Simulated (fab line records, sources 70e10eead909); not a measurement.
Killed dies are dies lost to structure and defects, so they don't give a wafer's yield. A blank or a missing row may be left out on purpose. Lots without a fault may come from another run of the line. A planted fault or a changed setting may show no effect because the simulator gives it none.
fab line records | flow nand_harc
record lots=7 wafers=21 last_day=25
route steps=1159 shown A_CONTACT@869 END@1159
lots that met no fault: from a run of the same line without faults
start_h: hours from the record's first day to the start of the lot's first wafer shown | wait_h: hours since the lot's step before | " the same as in the row above | L1.1+2: a row that stands for several wafers | - no value, or no start given | * or withheld: withheld | < > ~ a bound
route shown NAME@n: a module of which the file shows steps, and the number in the route of the first | usual: mean/standard deviation of fault-free wafers | same: alike in all rows | chamber/n: place in a boat | sites: the reading at each site | _std_site: their standard deviation | _edge_site: outer sites' mean less inner sites' | radius_mm: how far each site lies from the wafer's centre | mask NAME#n: copy n | behind: the tool/chamber that last shaped the wafer | hold: why the lot was held/for how many hours/how that ended | device: the transistor (n, p or np) that didn't switch | end of line: the same wafers' tests at the end of the route | a step without rows: its recipe alone | killed: dies lost to structure and defects at the first sort, not the wafer's yield | map: a wafer's dies, x killed, . not, _ none there
set.NAME: the setting as run; set.NAME@STEP: as run at that earlier step | model.NAME: the simulator's own value behind a step, which no gauge read
lots at some steps of the route; a table a step, a row a wafer
services: from which hour (start_h, from the record's first day; less than 0 if before it) a tool's chamber was out of use, for how many hours, and why
## steps
# step NHARC_A_CONTACT_ETCH_118
# recipe source_w=withheld pressure_mtorr=20 bias_v=3000 time_s=94 target_depth_a=9220 ar_flow_sccm=withheld c4f8_flow_sccm=withheld o2_flow_sccm=withheld chemistry=C4F8/O2/Ar
# step NHARC_A_CONTACT_ETCH_119
# recipe source_w=withheld pressure_mtorr=20 bias_v=3000 time_s=94 target_depth_a=9220 ar_flow_sccm=withheld c4f8_flow_sccm=withheld o2_flow_sccm=withheld chemistry=C4F8/O2/Ar
# usual chamber_pressure_mTorr=20.001/0.018 oes_air_line_au=1.001/0.022
# same time_s=94
# columns lot.wafer tool chamber start_h wait_h chamber_pressure_mTorr oes_air_line_au rf_hours_counter_h
L177.2 har_cap_etch-01 1 425.77 0.1 19.996 0.982 66
L177.5 " 1 " " 20.026 1.002 -
L177.6 " 0 " " 20.005 0.999 -
L182.1 har_cap_etch-02 1 450.64 0.1 20.019 0.990 21
L182.2 " 0 " " 19.977 1.010 21
L182.4 " 0 " " 19.995 1.009 -
L178.4 har_cap_etch-03 0 450.91 0.1 20.014 0.995 -
L178.6 " 0 " " 19.999 0.983 -
L178.5 " 1 " " 19.987 0.976 -
L184.1 har_cap_etch-02 0 461.12 0.1 20.006 1.006 23
L184.2 " 1 " " 19.969 0.985 23
L184.6 " 1 " " 20.015 0.993 -
L190.4 har_cap_etch-03 0 504.82 0.1 20.004 0.978 -
L190.3 " 1 " " 20.024 0.994 -
L190.5 " 1 " " 19.992 0.990 -
L188.2 har_cap_etch-02 0 519.59 0.1 20.014 0.974 30
L188.4 " 1 " " 20.000 0.937 -
L188.6 " 1 " " 20.004 0.967 -
L189.1 har_cap_etch-02 1 523.73 0.1 20.008 0.981 32
L189.3 " 0 " " 19.993 0.993 -
L189.6 " 1 " " 20.012 0.995 -
# step NHARC_A_CONTACT_ETCH_120
# recipe source_w=withheld pressure_mtorr=20 bias_v=3000 time_s=94 target_depth_a=9220 ar_flow_sccm=withheld c4f8_flow_sccm=withheld o2_flow_sccm=withheld chemistry=C4F8/O2/Ar
# usual chamber_pressure_mTorr=19.999/0.017 oes_air_line_au=1.004/0.019
# same time_s=94
# columns lot.wafer tool chamber start_h wait_h chamber_pressure_mTorr oes_air_line_au rf_hours_counter_h
L177.2 har_cap_etch-01 1 425.86 0.1 20.001 1.012 66
L177.5 " 1 " " 20.006 1.015 -
L177.6 " 0 " " 19.988 1.000 -
L182.1 har_cap_etch-02 1 450.73 0.1 20.027 1.008 21
L182.2 " 0 " " 20.014 1.026 21
L182.4 " 0 " " 20.001 1.022 -
L178.4 har_cap_etch-03 0 451.00 0.1 19.981 0.976 -
L178.6 " 0 " " 20.010 1.036 -
L178.5 " 1 " " 19.995 1.007 -
L184.1 har_cap_etch-02 0 461.21 0.1 20.010 1.002 23
L184.2 " 1 " " 19.982 1.003 23
L184.6 " 1 " " 19.998 0.996 -
L190.4 har_cap_etch-03 0 504.91 0.1 19.992 1.045 -
L190.3 " 1 " " 20.027 1.005 -
L190.5 " 1 " " 19.984 1.027 -
L188.2 har_cap_etch-02 0 519.68 0.1 20.003 1.011 30
L188.4 " 1 " " 20.043 0.998 -
L188.6 " 1 " " 20.007 1.038 -
L189.1 har_cap_etch-02 1 523.82 0.1 20.010 0.988 32
L189.3 " 0 " " 19.983 1.018 -
L189.6 " 1 " " 19.991 1.007 -
# step NHARC_A_CONTACT_ETCH_121
# recipe source_w=withheld pressure_mtorr=20 bias_v=3000 time_s=94 target_depth_a=9220 ar_flow_sccm=withheld c4f8_flow_sccm=withheld o2_flow_sccm=withheld chemistry=C4F8/O2/Ar
# step NHARC_A_CONTACT_ETCH_122
# recipe source_w=withheld pressure_mtorr=20 bias_v=3000 time_s=95 target_depth_a=9300 ar_flow_sccm=withheld c4f8_flow_sccm=withheld o2_flow_sccm=withheld chemistry=C4F8/O2/Ar
# usual chamber_pressure_mTorr=20.002/0.017 oes_air_line_au=1.001/0.021
# same time_s=95
# columns lot.wafer tool chamber start_h wait_h chamber_pressure_mTorr oes_air_line_au rf_hours_counter_h
L177.2 har_cap_etch-01 1 426.05 0.1 20.030 0.987 66
L177.5 " 1 " " 20.018 0.985 -
L177.6 " 0 " " 20.007 1.002 -
L182.1 har_cap_etch-02 1 450.91 0.1 20.022 0.998 22
L182.2 " 0 " " 20.027 0.989 22
L182.4 " 0 " " 20.025 0.964 -
L178.4 har_cap_etch-03 0 451.19 0.1 20.010 1.005 -
L178.6 " 0 " " 19.994 1.032 -
L178.5 " 1 " " 19.992 0.993 -
L184.1 har_cap_etch-02 0 461.39 0.1 20.014 0.981 23
L184.2 " 1 " " 20.010 0.956 23
L184.6 " 1 " " 20.029 0.986 -
L190.4 har_cap_etch-03 0 505.09 0.1 19.977 1.003 -
L190.3 " 1 " " 19.995 1.002 -
L190.5 " 1 " " 20.009 1.002 -
L188.2 har_cap_etch-02 0 519.86 0.1 19.996 1.010 31
L188.4 " 1 " " 19.990 1.033 -
L188.6 " 1 " " 19.981 1.027 -
L189.1 har_cap_etch-02 1 524.01 0.1 19.980 0.982 32
L189.3 " 0 " " 20.001 1.000 -
L189.6 " 1 " " 20.000 1.032 -
# step NHARC_A_CONTACT_ETCH_123
# recipe source_w=withheld pressure_mtorr=20 bias_v=400 time_s=253 target_depth_a=10900 ar_flow_sccm=withheld c4f8_flow_sccm=11.5 o2_flow_sccm=7.2 chemistry=C4F8/O2/Ar
# usual chamber_pressure_mTorr=19.999/0.019 oes_air_line_au=0.999/0.02
# same time_s=253
# columns lot.wafer tool chamber start_h wait_h chamber_pressure_mTorr oes_air_line_au rf_hours_counter_h
L177.2 har_cap_etch-01 1 426.14 0.1 19.974 1.029 66
L177.5 " 1 " " 19.970 0.998 -
L177.6 " 0 " " 20.021 1.003 -
L182.1 har_cap_etch-02 1 451.00 0.1 20.002 1.006 22
L182.2 " 0 " " 19.995 0.985 22
L182.4 " 0 " " 19.988 1.007 -
L178.4 har_cap_etch-03 0 451.35 0.2 20.016 1.028 -
L178.6 " 0 " " 19.971 1.006 -
L178.5 " 1 " " 19.979 1.002 -
L184.1 har_cap_etch-02 0 461.48 0.1 19.993 1.013 24
L184.2 " 1 " " 19.990 0.973 24
L184.6 " 1 " " 19.999 0.975 -
L190.4 har_cap_etch-03 0 505.26 0.2 19.996 1.019 -
L190.3 " 1 " " 20.025 1.019 -
L190.5 " 1 " " 20.011 1.011 -
L188.2 har_cap_etch-02 0 519.95 0.1 20.032 1.007 31
L188.4 " 1 " " 19.976 1.070 -
L188.6 " 1 " " 20.011 1.030 -
L189.1 har_cap_etch-02 1 524.10 0.1 19.981 0.976 32
L189.3 " 0 " " 19.988 0.995 -
L189.6 " 1 " " 20.019 1.010 -
# step NHARC_A_CONTACT_ETCH_90
# recipe target_depth_a=400 over_etch_frac=0.5 time_s=85.7 ion_energy_ev=120 ch3f_flow_sccm=50 o2_flow_sccm=30 ar_flow_sccm=200 rf_w=500 bias_w=100 chemistry=CH3F/O2
# step NHARC_A_CONTACT_ETCH_96
# recipe target_depth_a=200 over_etch_frac=0.5 time_s=10 ion_energy_ev=250 c4f6_flow_sccm=25 o2_flow_sccm=20 ar_flow_sccm=500 rf_w=600 bias_w=500 chemistry=C4F6/O2
# usual bias_w=500.2/1.4 c4f6_flow_sccm=25.02/0.074 drypump_motor_current_A=5.9/0.46 oes_product_au=0.971/0.027 rf_vpp_V=546/3.4 showerhead_plenum_p_Torr=3.87/0.16 throttle_valve_pct=26.903/0.0088
# same time_s=10
# columns lot.wafer tool chamber start_h wait_h bias_w c4f6_flow_sccm drypump_motor_current_A oes_product_au rf_hours_counter_h rf_vpp_V showerhead_plenum_p_Torr throttle_valve_pct
L177.2 rie_diel-08 0 - - 500.4 24.89 6.3 0.955 20 546 3.79 26.900
L177.5 " 2 " " 502.2 25.01 4.9 0.929 - 551 4.13 26.906
L177.6 " 3 " " 500.1 25.20 6.2 0.965 - 544 3.75 26.919
L182.2 rie_diel-08 2 - - 499.3 24.97 4.9 0.956 26 551 4.13 26.906
L182.4 " 3 " " 500.7 25.08 6.2 0.950 21 543 3.75 26.912
L182.1 " 1 " " 499.6 25.15 6.1 0.950 29 545 3.83 26.912
L178.4 rie_diel-08 0 - - 502.4 25.04 6.3 1.005 24 543 3.79 26.917
L178.6 " 0 " " 503.0 24.98 6.3 1.008 - 544 3.79 26.907
L178.5 " 1 " " 500.2 25.04 6.2 0.979 - 545 3.83 26.921
L184.1 rie_diel-06 1 - - 499.9 25.06 6.2 0.987 15 542 3.68 26.884
L184.2 " 3 " " 499.3 25.04 5.8 0.997 15 549 4.01 26.900
L184.6 " 2 " " 501.3 24.98 5.7 0.982 - 541 3.68 26.905
L190.3 rie_diel-04 1 - - 500.8 24.96 5.5 0.996 8 545 3.83 26.915
L190.4 " 0 " " 500.6 24.95 5.7 0.993 9 547 3.98 26.897
L190.5 " 2 " " 496.9 25.08 5.6 0.995 - 552 4.15 26.896
L188.2 rie_diel-08 3 - - 499.8 25.08 6.2 0.961 6 543 3.74 26.902
L188.4 " 2 " " 500.7 24.95 4.9 0.971 5 551 4.12 26.902
L188.6 " 0 " " 499.8 25.03 6.3 0.977 - 544 3.78 26.909
L189.3 rie_diel-04 2 - - 499.6 24.96 5.7 0.943 16 552 4.14 26.906
L189.1 " 3 " " 501.7 25.01 6.0 0.950 17 549 4.00 26.891
L189.6 " 2 " " 500.2 25.02 5.6 0.948 - 550 4.14 26.920
# step NHARC_A_CONTACT_CD_MEAS_53
# usual cd_nm=189.7/0.62
# columns lot.wafer tool chamber start_h wait_h cd_nm
L177.2 cd_sem-03 - 426.98 - 190.1
L177.5 " - " " 190.7
L177.6 " - " " 190.2
L182.1 cd_sem-03 - 451.88 - 190.3
L182.2 " - " " 189.6
L182.4 " - " " 189.9
L178.4 cd_sem-03 - 452.10 - 189.9
L178.5 " - " " 190.4
L178.6 " - " " 189.7
L184.1 cd_sem-03 - 462.30 - 189.7
L184.2 " - " " 190.0
L184.6 " - " " 189.9
L190.3 cd_sem-02 - 505.97 - 188.5
L190.4 " - " " 189.4
L190.5 " - " " 188.7
L188.2 cd_sem-03 - 520.80 - 189.7
L188.4 " - " " 188.7
L188.6 " - " " 189.4
L189.1 cd_sem-02 - 524.92 - 189.5
L189.3 " - " " 189.4
L189.6 " - " " 188.7
# step NHARC_A_CONTACT_STRIP_99
# recipe n2_flow_sccm=150 h2_flow_sccm=150 ar_flow_sccm=0 bias_w=0 chemistry=N2/H2
# step NHARC_A_CONTACT_STRIP_100
# recipe cf4_flow_sccm=100 chf3_flow_sccm=30 ar_flow_sccm=0 bias_w=0 chemistry=CF4/CHF3
# step NHARC_A_CONTACT_STRIP_101
# recipe o2_flow_sccm=400 cos_flow_sccm=20 ar_flow_sccm=0 bias_w=0 chemistry=O2/COS
# step NHARC_A_CONTACT_ETCH_102
# recipe target_depth_a=700 overetch_a=70 time_s=38.5 ion_energy_ev=100 cf4_flow_sccm=80 o2_flow_sccm=20 ar_flow_sccm=0 rf_w=300 bias_w=100 chemistry=CF4/O2
# usual bias_w=100.0/0.33 cf4_flow_sccm=79.98/0.22 drypump_motor_current_A=5.8/0.46 oes_o_777_au=1.000/0.0042 oes_product_au=0.999/0.011 rf_vpp_V=197.4/1.5 showerhead_plenum_p_Torr=1.32/0.059 throttle_valve_pct=13.397/0.0091 time_s=38.5/0
# columns lot.wafer tool chamber start_h wait_h bias_w cf4_flow_sccm drypump_motor_current_A oes_o_777_au oes_product_au rf_hours_counter_h rf_vpp_V showerhead_plenum_p_Torr throttle_valve_pct time_s
L177.2 rie_diel-08 0 427.27 0.1 99.6 79.91 6.3 1.009 1.011 20 196.5 1.29 13.390 38.5
L177.6 " 3 " " 100.4 80.17 6.2 1.003 1.025 - 195.2 1.27 13.404 38.5
L177.5 " 0 " " 99.7 80.13 6.3 1.001 1.007 - 196.0 1.29 13.394 38.5
L182.1 rie_diel-08 1 452.42 0.2 - - - - - - - - - -
L182.4 " 2 " " - - - - - - - - - -
L182.2 " 3 " " - - - - - - - - - -
L178.4 rie_diel-08 1 452.73 0.1 - - - - - - - - - -
L178.6 " 0 " " - - - - - - - - - -
L178.5 " 1 " " - - - - - - - - - -
L184.1 rie_diel-08 3 462.69 0.1 - - - - - - - - - -
L184.2 " 0 " " - - - - - - - - - -
L184.6 " 2 " " - - - - - - - - - -
L190.4 rie_diel-08 0 506.27 0.1 100.1 80.09 6.3 1.001 1.003 3 196.7 1.28 13.380 38.5
L190.3 " 1 " " 99.5 79.93 6.1 0.997 0.992 2 197.5 1.30 13.406 38.5
L190.5 " 3 " " 99.6 79.67 6.2 0.996 0.998 - 197.7 1.27 13.387 38.5
L188.2 rie_diel-08 3 521.13 0.1 100.4 80.40 6.2 1.003 1.000 6 197.4 1.27 13.385 38.5
L188.4 " 2 " " 100.3 79.72 4.9 1.011 1.029 5 198.4 1.41 13.397 38.5
L188.6 " 0 " " 99.6 80.25 6.3 1.000 1.011 - 197.4 1.28 13.395 38.5
L189.3 rie_diel-04 0 525.21 0.0 100.1 79.91 5.7 0.998 0.974 17 197.7 1.35 13.396 38.5
L189.1 " 1 " " 99.5 80.06 5.5 0.995 0.990 15 196.9 1.30 13.402 38.5
L189.6 " 1 " " 99.9 79.72 5.5 0.992 0.991 - 197.1 1.30 13.403 38.5
# step NHARC_A_CONTACT_STRIP_55
# recipe o2_flow_sccm=500 ar_flow_sccm=0 bias_w=0 chemistry=O2
# step NHARC_END_SORT_01
# recipe temp_c=25
# usual killed_at_array=28/11 killed_at_other=0.7/1.1 killed_at_periphery=2.9/2 killed_dies=32/11 killed_open=3.2/1.8 killed_short=2.0/1.4
# same gross_dies=677
# columns lot.wafer tool chamber start_h wait_h killed_at_array killed_at_other killed_at_periphery killed_dies killed_open killed_short
L177.2 prober-01 0 493.25 2.8 24 0 4 28 4 2
L177.5 prober-01 0 495.65 3.7 16 1 4 21 4 1
L177.6 prober-01 0 496.45 4.0 29 0 2 31 2 3
L182.1 prober-01 0 517.08 2.5 42 0 3 45 3 1
L182.2 prober-01 0 517.87 2.8 42 1 1 44 2 1
L182.4 prober-01 0 519.47 3.4 42 0 2 44 3 2
L178.4 prober-02 0 520.14 3.4 24 0 6 30 2 0
L178.5 prober-02 0 520.94 3.7 22 0 0 22 3 2
L178.6 prober-02 0 521.74 4.0 28 0 3 31 4 3
L184.1 prober-01 0 534.04 2.5 24 2 1 27 1 1
L184.2 prober-01 0 534.83 2.8 41 0 1 42 3 1
L184.6 prober-01 0 538.00 4.0 25 1 0 26 3 2
L190.3 prober-02 0 571.45 3.1 20 0 3 23 1 4
L190.4 prober-02 0 572.25 3.4 17 1 4 22 6 1
L190.5 prober-02 0 573.05 3.7 18 0 4 22 5 2
L188.2 prober-02 0 587.58 2.8 28 1 4 33 5 5
L188.4 prober-02 0 589.19 3.4 13 0 3 16 2 1
L188.6 prober-02 0 590.80 4.0 22 2 2 26 3 0
L189.1 prober-02 0 594.91 2.5 23 1 9 33 4 2
L189.3 prober-02 0 596.51 3.1 38 1 5 44 4 3
L189.6 prober-02 0 598.91 4.0 21 1 4 26 2 2
# killed by level:class
L177.2 A_SLIT:chamber_film_flake=8 A_CHANNEL_HOLE_D1:chamber_film_flake=6 P_ZERO_WELL:chamber_film_flake=3 A_CHANNEL_FILL_D1:chamber_film_flake=2 A_WL_FILL:chamber_film_flake=2 P_M0:geometric_particle:short=1 A_CHANNEL_FILL_D1:geometric_particle:short=1 A_CHANNEL_FILL_D1:geometric_particle:open=1
L177.5 A_SLIT:chamber_film_flake=8 A_STAIRCASE:chamber_film_flake=3 A_CONTACT:geometric_particle:open=2 P_ZERO_WELL:chamber_film_flake=2 P_STI:geometric_particle:open=1 A_CONTACT:geometric_particle:short=1 STARTING-WAFER:geometric_particle:open=1 P_GATE:chamber_film_flake=1
L177.6 A_SLIT:chamber_film_flake=14 A_STAIRCASE:chamber_film_flake=4 A_CHANNEL_HOLE_D1:chamber_film_flake=4 P_M0:geometric_particle:short=1 A_CHANNEL_FILL_D1:geometric_particle:open=1 A_STAIRCASE:geometric_particle:short=1 A_WL_FILL:geometric_particle:short=1 A_CONTACT:geometric_particle:open=1
L182.1 A_CHANNEL_HOLE_D1:chamber_film_flake=23 A_SLIT:chamber_film_flake=13 A_CONTACT:chamber_film_flake=3 A_ONON_D1:geometric_particle:open=2 P_CONTACT:geometric_particle:open=1 A_SGD_CUT:geometric_particle:short=1 P_ZERO_WELL:chamber_film_flake=1 P_STI:chamber_film_flake=1
L182.2 A_CHANNEL_HOLE_D1:chamber_film_flake=21 A_SLIT:chamber_film_flake=11 A_CONTACT:chamber_film_flake=7 A_WL_FILL:geometric_particle:short=1 A_CONTACT:geometric_particle:open=1 P_ZERO_WELL:chamber_film_flake=1 STARTING-WAFER:geometric_particle:open=1 A_STAIRCASE:chamber_film_flake=1
L182.4 A_CHANNEL_HOLE_D1:chamber_film_flake=20 A_SLIT:chamber_film_flake=13 A_CONTACT:chamber_film_flake=5 A_ONON_D1:geometric_particle:open=2 P_GATE:geometric_particle:short=1 P_GATE:geometric_particle:open=1 A_WL_FILL:geometric_particle:short=1 A_STAIRCASE:chamber_film_flake=1
L178.4 A_SLIT:chamber_film_flake=10 A_CHANNEL_HOLE_D1:chamber_film_flake=4 A_CONTACT:chamber_film_flake=4 P_GATE:chamber_film_flake=3 A_ZERO_WELL:chamber_film_flake=2 A_CONTACT:geometric_particle:open=1 A_M0:geometric_particle:open=1 P_M0:chamber_film_flake=1
L178.5 A_SLIT:chamber_film_flake=7 A_CHANNEL_HOLE_D1:chamber_film_flake=6 A_ZERO_WELL:chamber_film_flake=2 A_ONON_D1:geometric_particle:open=1 A_CHANNEL_HOLE_D1:geometric_particle:short=1 A_WL_FILL:geometric_particle:short=1 A_CONTACT:geometric_particle:open=1 A_M1:geometric_particle:open=1
L178.6 A_SLIT:chamber_film_flake=13 A_CONTACT:chamber_film_flake=4 A_CHANNEL_HOLE_D1:chamber_film_flake=3 A_CHANNEL_FILL_D1:geometric_particle:open=2 A_WL_FILL:geometric_particle:short=2 A_CONTACT:geometric_particle:open=2 P_M0:chamber_film_flake=2 A_ZERO_WELL:chamber_film_flake=2
L184.1 A_CHANNEL_HOLE_D1:chamber_film_flake=17 A_SGD_CUT:chamber_film_flake=2 A_WL_FILL:chamber_film_flake=2 THIN_TSV:chamber_film_flake=2 P_M2:geometric_particle:short=1 A_CONTACT:geometric_particle:open=1 A_CHANNEL_FILL_D1:chamber_film_flake=1 A_STAIRCASE:chamber_film_flake=1
L184.2 A_CHANNEL_HOLE_D1:chamber_film_flake=25 A_STAIRCASE:chamber_film_flake=7 A_M0:geometric_particle:open=2 A_WL_FILL:chamber_film_flake=2 A_CONTACT:chamber_film_flake=2 P_CONTACT:geometric_particle:open=1 A_ONON_D1:geometric_particle:short=1 A_SGD_CUT:chamber_film_flake=1
L184.6 A_CHANNEL_HOLE_D1:chamber_film_flake=12 A_SGD_CUT:chamber_film_flake=3 A_CONTACT:chamber_film_flake=3 A_WL_FILL:chamber_film_flake=2 A_SGD_CUT:geometric_particle:open=1 A_CONTACT:geometric_particle:open=1 A_CONTACT:geometric_particle:short=1 A_BONDPAD:geometric_particle:short=1
L190.3 A_CHANNEL_HOLE_D1:chamber_film_flake=7 A_CONTACT:chamber_film_flake=6 A_ONON_D1:geometric_particle:short=2 A_STAIRCASE:chamber_film_flake=2 P_CONTACT:geometric_particle:short=1 A_WL_FILL:geometric_particle:short=1 A_M0:geometric_particle:open=1 P_ZERO_WELL:chamber_film_flake=1
L190.4 A_CHANNEL_HOLE_D1:chamber_film_flake=6 A_WL_FILL:chamber_film_flake=3 A_CONTACT:geometric_particle:open=2 P_GATE:chamber_film_flake=2 A_CONTACT:chamber_film_flake=2 P_M0:geometric_particle:open=1 A_CHANNEL_HOLE_D1:geometric_particle:open=1 A_CHANNEL_HOLE_D1:geometric_particle:short=1
L190.5 A_CHANNEL_HOLE_D1:chamber_film_flake=5 A_STAIRCASE:chamber_film_flake=3 A_CONTACT:chamber_film_flake=3 P_ZERO_WELL:chamber_film_flake=2 P_GATE:chamber_film_flake=2 A_SOURCE_PLATE:geometric_particle:short=1 A_SOURCE_PLATE:geometric_particle:open=1 A_ONON_D1:geometric_particle:open=1
L188.2 A_CHANNEL_HOLE_D1:chamber_film_flake=9 A_CONTACT:chamber_film_flake=6 A_CHANNEL_FILL_D1:geometric_particle:short=2 A_CHANNEL_FILL_D1:chamber_film_flake=2 A_STAIRCASE:chamber_film_flake=2 A_SLIT:chamber_film_flake=2 P_M0:geometric_particle:short=1 P_M0:geometric_particle:open=1
L188.4 A_CHANNEL_HOLE_D1:chamber_film_flake=6 A_STAIRCASE:chamber_film_flake=2 P_GATE:geometric_particle:short=1 A_CHANNEL_FILL_D1:geometric_particle:open=1 A_BLC:geometric_particle:open=1 P_GATE:chamber_film_flake=1 P_M0:chamber_film_flake=1 A_CHANNEL_FILL_D1:chamber_film_flake=1
L188.6 A_CHANNEL_HOLE_D1:chamber_film_flake=8 A_CONTACT:chamber_film_flake=4 A_STAIRCASE:chamber_film_flake=3 A_SLIT:chamber_film_flake=3 A_CHANNEL_FILL_D1:chamber_film_flake=2 THIN_TSV:chamber_film_flake=2 P_GATE:geometric_particle:open=1 A_WL_FILL:geometric_particle:open=1
L189.1 A_SLIT:chamber_film_flake=17 P_M2:chamber_film_flake=4 P_M1:geometric_particle:open=2 A_CHANNEL_FILL_D1:chamber_film_flake=2 P_M0:geometric_particle:open=1 A_STAIRCASE:geometric_particle:short=1 A_WL_FILL:geometric_particle:short=1 A_CONTACT:geometric_particle:open=1
L189.3 A_SLIT:chamber_film_flake=23 A_CHANNEL_HOLE_D1:chamber_film_flake=5 A_CONTACT:geometric_particle:open=2 P_M2:chamber_film_flake=2 A_CHANNEL_HOLE_D1:unspecified=2 P_M0:geometric_particle:open=1 P_M2:geometric_particle:short=1 P_M2:geometric_particle:open=1
L189.6 A_SLIT:chamber_film_flake=14 A_CHANNEL_FILL_D1:chamber_film_flake=2 A_STAIRCASE:chamber_film_flake=2 P_GATE:geometric_particle:open=1 A_CHANNEL_FILL_D1:geometric_particle:short=1 A_M0:geometric_particle:open=1 P_ZERO_WELL:chamber_film_flake=1 P_STI:chamber_film_flake=1
## services
# columns tool chamber start_h hours kind
har_cap_etch-02 - 407.79 0.4 repair
rie_diel-08 0 408.96 - clean
rie_diel-08 1 408.96 - clean
rie_diel-08 2 408.96 - clean
rie_diel-08 3 408.96 - clean
rie_diel-04 3 419.08 20.6 repair
rie_diel-06 - 419.80 9.0 pm
rie_diel-08 0 433.46 - clean
rie_diel-08 1 433.46 - clean
rie_diel-08 2 433.46 - clean
rie_diel-08 3 433.46 - clean
rie_diel-08 0 457.96 - clean
rie_diel-08 1 457.96 - clean
rie_diel-08 2 457.96 - clean
rie_diel-08 3 457.96 - clean
rie_diel-04 - 466.31 9.0 pm
rie_diel-06 1 467.15 1.4 repair
rie_diel-08 - 478.86 9.0 pm
rie_diel-08 0 478.86 9.0 vent_cycle
rie_diel-08 1 478.86 9.0 vent_cycle
rie_diel-08 2 478.86 9.0 vent_cycle
rie_diel-06 1 498.91 4.0 repair
rie_diel-08 - 504.61 0.9 repair
rie_diel-08 1 510.47 3.5 repair
## key
first_sign step=NHARC_A_CONTACT_ETCH_102 reading=tool_record direction=missing
effect none on later readings
met_at NHARC_A_CONTACT_ETCH_102
struck_wafers L178.4,L178.5,L178.6,L182.1,L182.2,L182.4,L184.1,L184.2,L184.6
tester_left_out L178,L182,L184
onset_between 427.27 452.42
fault kind=skipped_step_whole tool=rie_diel-08 chamber=- onset_h=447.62 steps=NHARC_A_CONTACT_ETCH_102 scope=struck_lots_only
# tester_left_out: of these lots the tester's yield and bins aren't shown, on N5 and GAA mostly nor the transistor test; their killed dies are dies lost to structure and defects alone, not to doping, threshold or leakage, so they don't give the yield
